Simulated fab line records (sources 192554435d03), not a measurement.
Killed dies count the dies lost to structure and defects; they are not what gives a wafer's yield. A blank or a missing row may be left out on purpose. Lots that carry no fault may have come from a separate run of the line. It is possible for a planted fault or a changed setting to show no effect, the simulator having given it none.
Which tool is to blame?	flow n5Finfet	24 lots, 72 wafers sampled, at 6 steps of a route of 1938

## WHAT THE GAUGES SHOWED, per wafer
N5_FIN_SAQP_CD_MEAS_37: the cd target is 8 nm. Usual: 8.13 nm for cdNm, sd 0.24.
lot	measured	on	cdNm (nm)	flag
L074	day 2 01:55	cdSem-01	7.92 8.36 7.96	
L075	day 2 07:52	cdSem-03	8.54 8.37 7.95	
L076	day 2 16:15	cdSem-03	7.84 8.40 8.18	
L077	day 2 21:10	cdSem-03	8.20 8.28 8.37	
L078	day 3 03:45	cdSem-02	8.26 8.46 8.64	
L079	day 3 10:18	cdSem-03	8.08 8.24 8.03	
L080	day 3 14:47	cdSem-02	8.24 8.47 8.04	
L081	day 3 20:12	cdSem-02	8.60 8.21 8.23	
L082	day 4 01:56	cdSem-03	8.49 7.97 8.15	
L083	day 4 07:25	cdSem-02	8.17 8.23 8.23	
L084	day 4 14:05	cdSem-02	8.33 8.29 8.18	
L085	day 5 00:45	cdSem-03	8.09 8.28 8.11	
L086	day 5 03:19	cdSem-02	7.92 8.03 7.91	
L087	day 5 10:52	cdSem-01	7.83 7.41 8.04	
L088	day 5 14:38	cdSem-02	7.87 8.37 7.95	
L089	day 5 22:46	cdSem-02	8.62 7.94 8.17	
L090	day 6 01:38	cdSem-01	8.01 8.31 8.31	
L091	day 6 08:18	cdSem-03	8.16 8.38 8.78	
L092	day 6 14:17	cdSem-02	8.29 8.37 8.14	
L093	day 6 21:16	cdSem-02	7.84 7.98 8.00	
L094	day 7 02:55	cdSem-03	7.90 8.14 8.12	
L095	day 7 08:47	cdSem-01	8.20 8.06 8.03	
L096	day 7 14:45	cdSem-03	8.29 8.44 8.06	
L097	day 7 19:59	cdSem-02	7.96 7.93 8.32	

N5_DUMMY_GATE_THK_MEAS_05. Usual: 72.4 nm for thkNm, sd 1.
lot	measured	on	thkNm (nm)	flag
L074	day 2 16:25	filmMetro-01	71.4 70.5 70.0	
L075	day 2 22:52	filmMetro-02	72.0 71.7 72.1	
L076	day 3 07:29	filmMetro-01	71.3 70.3 69.9	
L077	day 3 12:44	filmMetro-02	73.9 73.2 72.7	
L078	day 3 19:41	filmMetro-01	71.3 72.3 72.5	
L079	day 4 01:35	filmMetro-02	73.7 74.2 73.1	
L080	day 4 05:16	filmMetro-01	73.5 72.1 73.3	
L081	day 4 11:16	filmMetro-02	74.4 73.1 75.0	
L082	day 4 16:58	filmMetro-02	73.4 72.4 72.9	
L083	day 4 23:23	filmMetro-02	72.7 72.4 72.9	
L084	day 5 04:35	filmMetro-02	73.3 72.4 73.6	
L085	day 5 17:21	filmMetro-02	70.8 71.2 71.5	
L086	day 5 20:16	filmMetro-01	72.7 72.2 73.5	
L087	day 6 02:08	filmMetro-01	73.1 72.6 72.7	
L088	day 6 06:55	filmMetro-01	71.0 72.3 72.8	
L089	day 6 13:46	filmMetro-02	71.9 71.4 72.3	
L090	day 6 18:26	filmMetro-01	73.1 72.2 73.4	
L091	day 7 00:49	filmMetro-02	73.1 73.5 72.6	
L092	day 7 04:58	filmMetro-01	73.5 74.4 71.4	
L093	day 7 12:08	filmMetro-02	72.0 72.0 73.6	
L094	day 7 18:10	filmMetro-01	72.3 72.3 71.6	
L095	day 7 23:11	filmMetro-02	73.2 71.7 73.7	
L096	day 8 05:30	filmMetro-01	71.7 72.5 72.2	
L097	day 8 12:20	filmMetro-01	72.4 71.9 72.0	

## WHICH TOOL RAN EACH LOT (tool, then ch and the chambers of the sampled wafers, then the start)
lot	N5_FIN_SAQP_ETCH_52	N5_FIN_SAQP_SPACER1_ALD_24	N5_FIN_SAQP_ETCH_64	N5_STI_FIN_REVEAL_DENSIFY_30
L074	rieDiel-02 ch 0,3, day 1 21:43	aldSin-04 ch 2,3, day 1 22:43	rieSi-05 ch 0,1,2, day 2 01:46	rtpAnneal-02 ch 0, day 2 08:53
L075	rieDiel-03 ch 1,2,3, day 2 03:43	aldSin-04 ch 0,2, day 2 04:43	rieSi-05 ch 2,3, day 2 07:43	rtpAnneal-01 ch 0, day 2 15:10
L076	rieDiel-02 ch 0,1, day 2 11:14	aldSin-04 ch 0,2,3, day 2 12:32	rieSi-06 ch 0,3, day 2 16:07	rtpAnneal-01 ch 0, day 2 23:57
L077	rieDiel-05 ch 0,2,3, day 2 16:29	aldSin-03 ch 0,1,2, day 2 17:34	rieSi-06 ch 2,3, day 2 21:01	rtpAnneal-02 ch 0, day 3 04:58
L078	rieDiel-03 ch 0,1,2, day 2 22:40	aldSin-04 ch 0,1,3, day 3 00:00	rieSi-06 ch 0,1,2, day 3 03:37	rtpAnneal-02 ch 0, day 3 11:33
L079	rieDiel-02 ch 0,3, day 3 05:56	aldSin-03 ch 0,1,3, day 3 06:56	rieSi-04 ch 0,2,3, day 3 10:10	rtpAnneal-02 ch 0, day 3 17:53
L080	rieDiel-02 ch 0,2, day 3 09:33	aldSin-03 ch 0,1,3, day 3 10:53	rieSi-06 ch 2,3, day 3 14:38	rtpAnneal-02 ch 0, day 3 21:49
L081	rieDiel-05 ch 1,2,3, day 3 16:17	aldSin-01 ch 0,1,3, day 3 17:17	rieSi-04 ch 0,1,3, day 3 20:04	rtpAnneal-01 ch 0, day 4 03:20
L082	rieDiel-02 ch 0,1,2, day 3 21:58	aldSin-04 ch 0,2,3, day 3 22:59	rieSi-06 ch 0,2,3, day 4 01:47	rtpAnneal-02 ch 0, day 4 08:52
L083	rieDiel-02 ch 0,3, day 4 03:21	aldSin-04 ch 0,1,2, day 4 04:21	rieSi-06 ch 0,2, day 4 07:16	rtpAnneal-02 ch 0, day 4 14:37
L084	rieDiel-05 ch 0,1,3, day 4 09:53	aldSin-03 ch 1,2,3, day 4 10:54	rieSi-05 ch 1,2, day 4 13:56	rtpAnneal-02 ch 0, day 4 21:07
L085	rieDiel-05 ch 0,2, day 4 16:11	aldSin-01 ch 2,3, day 4 18:48	rieSi-04 ch 1,2,3, day 5 00:37	rtpAnneal-01 ch 0, day 5 09:48
L086	rieDiel-05 ch 0,1,2, day 4 21:38	aldSin-03 ch 0,1,3, day 5 00:15	rieSi-05 ch 2,3, day 5 03:11	rtpAnneal-02 ch 0, day 5 10:59
L087	rieDiel-05 ch 0,1, day 5 06:35	aldSin-03 ch 0,2,3, day 5 07:35	rieSi-05 ch 2,3, day 5 10:43	rtpAnneal-02 ch 0, day 5 17:58
L088	rieDiel-02 ch 1,2, day 5 09:50	aldSin-03 ch 2,3, day 5 11:15	rieSi-05 ch 1,2,3, day 5 14:29	rtpAnneal-02 ch 0, day 5 21:35
L089	rieDiel-05 ch 0,2,3, day 5 16:45	aldSin-04 ch 0,1,3, day 5 18:13	rieSi-05 ch 0,1,3, day 5 22:37	rtpAnneal-02 ch 0, day 6 06:10
L090	rieDiel-03 ch 0,1,3, day 5 21:25	aldSin-04 ch 2,3, day 5 22:25	rieSi-06 ch 0,2, day 6 01:30	rtpAnneal-02 ch 0, day 6 09:11
L091	rieDiel-05 ch 0,1,3, day 6 04:11	aldSin-03 ch 0,2,3, day 6 05:12	rieSi-06 ch 0,1,2, day 6 08:10	rtpAnneal-01 ch 0, day 6 15:34
L092	rieDiel-05 ch 0,3, day 6 10:13	aldSin-04 ch 1,2, day 6 11:22	rieSi-06 ch 0,1,2, day 6 14:09	rtpAnneal-02 ch 0, day 6 21:15
L093	rieDiel-03 ch 1,2,3, day 6 16:38	aldSin-04 ch 1,2, day 6 17:38	rieSi-06 ch 1,2,3, day 6 21:08	rtpAnneal-02 ch 0, day 7 04:13
L094	rieDiel-03 ch 1,2,3, day 6 22:46	aldSin-03 ch 2,3, day 6 23:46	rieSi-04 ch 0,1,3, day 7 02:46	rtpAnneal-01 ch 0, day 7 10:23
L095	rieDiel-05 ch 0,1,3, day 7 04:25	aldSin-04 ch 1,2, day 7 05:44	rieSi-04 ch 0,2,3, day 7 08:39	rtpAnneal-02 ch 0, day 7 15:47
L096	rieDiel-02 ch 0,1,3, day 7 10:00	aldSin-03 ch 0,1,3, day 7 11:16	rieSi-05 ch 0,1,2, day 7 14:37	rtpAnneal-02 ch 0, day 7 21:54
L097	rieDiel-02 ch 0,3, day 7 15:50	aldSin-03 ch 0,1,3, day 7 17:00	rieSi-04 ch 0,2,3, day 7 19:51	rtpAnneal-02 ch 0, day 8 03:13
- N5_FIN_SAQP_ETCH_52: etches SOC in N2/H2, target depth 100 nm, overetch 20 nm, time 150 s.
- N5_FIN_SAQP_SPACER1_ALD_24: deposits SiO2, target thk 20.3 nm, pulse time 1 s, purge time 2 s.
- N5_FIN_SAQP_ETCH_64: etches SiO2 in CF4, target depth 1.5 nm.
- N5_STI_FIN_REVEAL_DENSIFY_30

## WHAT THE TOOLS THEMSELVES READ (means of the sampled wafers that have a number; where no wafer has one, the mark that the record gives instead)
N5_FIN_SAQP_ETCH_52. Usual: drypumpMotorCurrentA 5.9 A, standard deviation 0.5; oesProductAu 0.71 a.u., standard deviation 0.07; rfVppV 525.1 V, standard deviation 2.8; showerheadPlenumPTorr 2.59 Torr, standard deviation 0.096; throttleValvePct 17.82 %, standard deviation 0.24.
lot	tool	drypumpMotorCurrentA (A)	oesProductAu (a.u.)	rfVppV (V)	showerheadPlenumPTorr (Torr)	throttleValvePct (%)	flag
L074	rieDiel-02	6.0	0.73	527.5	2.67	17.78	
L075	rieDiel-03	6.2	0.68	523.3	2.54	17.86	
L076	rieDiel-02	5.4	0.64	523.8	2.56	18.01	
L077	rieDiel-05	6.0	0.69	526.9	2.66	17.79	
L078	rieDiel-03	6.3	0.66	524.6	2.56	17.88	
L079	rieDiel-02	5.9	0.75	527.4	2.68	17.88	
L080	rieDiel-02	6.2	0.67	524.7	2.57	17.87	
L081	rieDiel-05	5.7	0.74	524.4	2.59	17.60	
L082	rieDiel-02	5.7	0.74	522.9	2.52	17.86	
L083	rieDiel-02	5.9	0.74	528.6	2.68	17.90	
L084	rieDiel-05	5.7	0.74	525.3	2.61	17.76	
L085	rieDiel-05	5.9	0.67	526.7	2.65	17.73	
L086	rieDiel-05	5.5	0.73	524.4	2.60	17.67	
L087	rieDiel-05	5.2	0.78	523.2	2.55	17.62	
L088	rieDiel-02	5.3	0.77	522.2	2.48	17.88	
L089	rieDiel-05	6.0	0.66	526.8	2.64	17.84	
L090	rieDiel-03	6.4	0.67	525.5	2.60	17.70	
L091	rieDiel-05	5.7	0.72	524.9	2.60	17.78	
L092	rieDiel-05	5.9	0.67	526.8	2.66	17.98	
L093	rieDiel-03	6.2	0.73	526.8	2.64	17.76	
L094	rieDiel-03	6.2	0.73	526.5	2.64	17.76	
L095	rieDiel-05	5.7	0.71	524.6	2.60	17.80	
L096	rieDiel-02	5.7	0.74	524.9	2.61	17.87	
L097	rieDiel-02	6.0	0.69	527.1	2.65	17.87	

N5_FIN_SAQP_SPACER1_ALD_24. Usual: heaterPowerW 458 W, standard deviation 51; precursorPulseHeightRel 0.999, standard deviation 0.019.
lot	tool	heaterPowerW (W)	precursorPulseHeightRel	flag
L074	aldSin-04	472	1.023	
L075	aldSin-04	402	1.007	
L076	aldSin-04	431	0.987	
L077	aldSin-03	458	1.014	
L078	aldSin-04	408	1.015	
L079	aldSin-03	504	1.005	
L080	aldSin-03	492	0.987	
L081	aldSin-01	512	0.997	
L082	aldSin-04	421	0.993	
L083	aldSin-04	431	1.001	
L084	aldSin-03	465	0.974	
L085	aldSin-01	481	0.988	
L086	aldSin-03	498	0.999	
L087	aldSin-03	468	0.993	
L088	aldSin-03	437	1.012	
L089	aldSin-04	412	0.994	
L090	aldSin-04	459	0.981	
L091	aldSin-03	466	1.006	
L092	aldSin-04	480	0.996	
L093	aldSin-04	484	0.997	
L094	aldSin-03	483	0.997	
L095	aldSin-04	446	1.011	
L096	aldSin-03	495	0.989	
L097	aldSin-03	499	0.996	

N5_FIN_SAQP_ETCH_64. Usual: drypumpMotorCurrentA 5.8 A, standard deviation 0.49; oesProductAu 1.008 a.u., standard deviation 0.021; throttleValvePct 21.76 %, standard deviation 0.24.
lot	tool	drypumpMotorCurrentA (A)	oesProductAu (a.u.)	throttleValvePct (%)	flag
L074	rieSi-05	6.0	1.018	21.89	
L075	rieSi-05	6.3	0.999	21.72	
L076	rieSi-06	5.3	1.015	21.80	
L077	rieSi-06	5.8	1.019	21.75	
L078	rieSi-06	5.5	1.005	21.70	
L079	rieSi-04	5.9	1.015	21.77	
L080	rieSi-06	6.0	1.023	21.74	
L081	rieSi-04	5.6	1.013	21.58	
L082	rieSi-06	5.6	1.013	21.77	
L083	rieSi-06	5.4	1.011	21.80	
L084	rieSi-05	6.2	1.016	22.15	
L085	rieSi-04	5.9	1.031	21.80	
L086	rieSi-05	6.5	0.989	21.81	
L087	rieSi-05	6.3	0.995	21.73	
L088	rieSi-05	6.3	0.997	21.94	
L089	rieSi-05	5.8	1.005	21.76	
L090	rieSi-06	5.4	1.014	21.80	
L091	rieSi-06	5.5	1.008	21.70	
L092	rieSi-06	5.5	1.012	21.70	
L093	rieSi-06	5.7	1.011	21.67	
L094	rieSi-04	5.7	1.007	21.59	
L095	rieSi-04	5.9	1.016	21.78	
L096	rieSi-05	6.0	0.992	21.85	
L097	rieSi-04	5.9	1.016	21.78	

N5_STI_FIN_REVEAL_DENSIFY_30. Usual: 11.53 % for lampPowerPct, sd 0.06.
lot	tool	lampPowerPct (%)	flag
L074	rtpAnneal-02	11.49	
L075	rtpAnneal-01	11.54	
L076	rtpAnneal-01	11.55	
L077	rtpAnneal-02	11.49	
L078	rtpAnneal-02	11.50	
L079	rtpAnneal-02	11.51	
L080	rtpAnneal-02	11.59	
L081	rtpAnneal-01	11.54	
L082	rtpAnneal-02	11.58	
L083	rtpAnneal-02	11.54	
L084	rtpAnneal-02	11.55	
L085	rtpAnneal-01	11.60	
L086	rtpAnneal-02	11.51	
L087	rtpAnneal-02	11.52	
L088	rtpAnneal-02	11.55	
L089	rtpAnneal-02	11.49	
L090	rtpAnneal-02	11.51	
L091	rtpAnneal-01	11.52	
L092	rtpAnneal-02	11.56	
L093	rtpAnneal-02	11.55	
L094	rtpAnneal-01	11.53	
L095	rtpAnneal-02	11.53	
L096	rtpAnneal-02	11.50	
L097	rtpAnneal-02	11.51	

## THE ANSWER, worked out from the rows above alone
Rule: take the mean of a lot's wafers that have a number; if it is more than 3 standard deviations from the usual mean, the lot is off. Also off: a lot with no number at a reading for which 4 or more lots have one. Where the step has rows for the other lots, those lots are counted as sound. The gauges are gone through in route order, then the tools' own readings, and for those a lot's mean is taken as printed above. The first step at which some lot is off is used, and at that step the reading that is off furthest; a lot without a number counts as furthest.
No lot is off at any reading shown: from this, nothing can be told.

## WHAT WAS PUT IN BY THE SIMULATOR
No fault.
